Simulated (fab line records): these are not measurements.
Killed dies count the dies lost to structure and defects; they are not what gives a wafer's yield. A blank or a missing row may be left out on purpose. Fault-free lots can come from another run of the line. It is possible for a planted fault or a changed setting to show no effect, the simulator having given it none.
Which tool did it?    flow n5 finfet    33 wafers from 11 lots sampled at 2 of the route's 1938 steps

== WHAT EACH GAUGE READ, for each wafer ==
N5_MIM_TOP_LITHO_INSPECT_12: inspects for defects (macro).
lot   measured      on                 raw defect count
L314  day 12 05:32  defect inspect-02  3 3 3
L315  day 12 15:49  defect inspect-02  2 1 1
L319  day 13 08:01  defect inspect-01  1 0 1
L324  day 15 05:17  defect inspect-02  3 1 1
L327  day 17 01:39  defect inspect-01  2 2 2
L329  day 17 06:17  defect inspect-01  1 6 4
L330  day 18 03:07  defect inspect-01  0 0 2
L331  day 18 12:41  defect inspect-01  3 2 2
L333  day 18 18:04  defect inspect-01  0 6 3
L334  day 19 17:43  defect inspect-01  2 0 2
L332  day 19 23:04  defect inspect-01  3 0 4

== WHAT TOOL EACH LOT RAN ON (gives the tool, then ch and the chambers of the sampled wafers, and finally the start) ==
lot   N5_BEOL_M15_DEP_53
L314  pecvd-03 ch 0,1,2, day 12 01:20
L315  pecvd-02 ch 0,1, day 12 10:03
L319  pecvd-02 ch 0,2, day 13 04:49
L324  pecvd-02 ch 0,2, day 15 01:18
L327  pecvd-03 ch 1,2, day 16 21:14
L329  pecvd-04 ch 0,2, day 17 03:05
L330  pecvd-04 ch 0,2, day 17 23:34
L331  pecvd-02 ch 0,1,2, day 18 07:35
L333  pecvd-03 ch 1,2, day 18 12:35
L334  pecvd-03 ch 0,1, day 19 13:30
L332  pecvd-02 ch 0,1,2, day 19 17:41
- N5_BEOL_M15_DEP_53: deposits SiCN from 3MS/NH3, target thk 50 nm, time 17.8 s.

== WHAT THE TOOLS THEMSELVES READ (means of the sampled wafers that have a number; where no wafer has one, the mark that the record gives instead) ==
N5_BEOL_M15_DEP_53.
lot   tool      showerhead plenum p Torr (Torr)  showerhead vpp V (V)  throttle valve pct (%)
L314  pecvd-03  4.195                            1574                  18.1
L315  pecvd-02  4.163                            1635                  18.4
L319  pecvd-02  4.147                            1563                  17.1
L324  pecvd-02  4.145                            1563                  17.1
L327  pecvd-03  4.191                            1557                  18.1
L329  pecvd-04  4.168                            1619                  19.0
L330  pecvd-04  4.159                            1639                  18.9
L331  pecvd-02  4.154                            1598                  17.7
L333  pecvd-03  4.173                            1588                  17.1
L334  pecvd-03  4.208                            1524                  19.2
L332  pecvd-02  4.159                            1600                  17.7

== THE ANSWER, worked out from the rows above alone ==
Rule: what is usual is taken from the lots themselves. The widest of any qualifying gaps counts: lots, ordered by their means at a reading, are off when they make up no more than a third of the lots, leave a main group of 4 or more, and stand apart from it by 3 or more times the standard deviation of that group's means. The tables above print the reading to a certain number of digits; a main group whose means all agree to those digits is not used. Also off: a lot with no number at a reading for which 4 or more lots have one. Where the step has rows for the other lots, those lots are counted as sound. Order of review: gauges by route order, followed by the tools' own readings, for which a lot's mean as printed above is used. At the first step where some lot is off, the reading lying furthest off is the one used; lots without a number count as furthest.
Nothing can be told from this: no lot is off at any reading shown.

== WHAT WAS PUT IN BY THE SIMULATOR ==
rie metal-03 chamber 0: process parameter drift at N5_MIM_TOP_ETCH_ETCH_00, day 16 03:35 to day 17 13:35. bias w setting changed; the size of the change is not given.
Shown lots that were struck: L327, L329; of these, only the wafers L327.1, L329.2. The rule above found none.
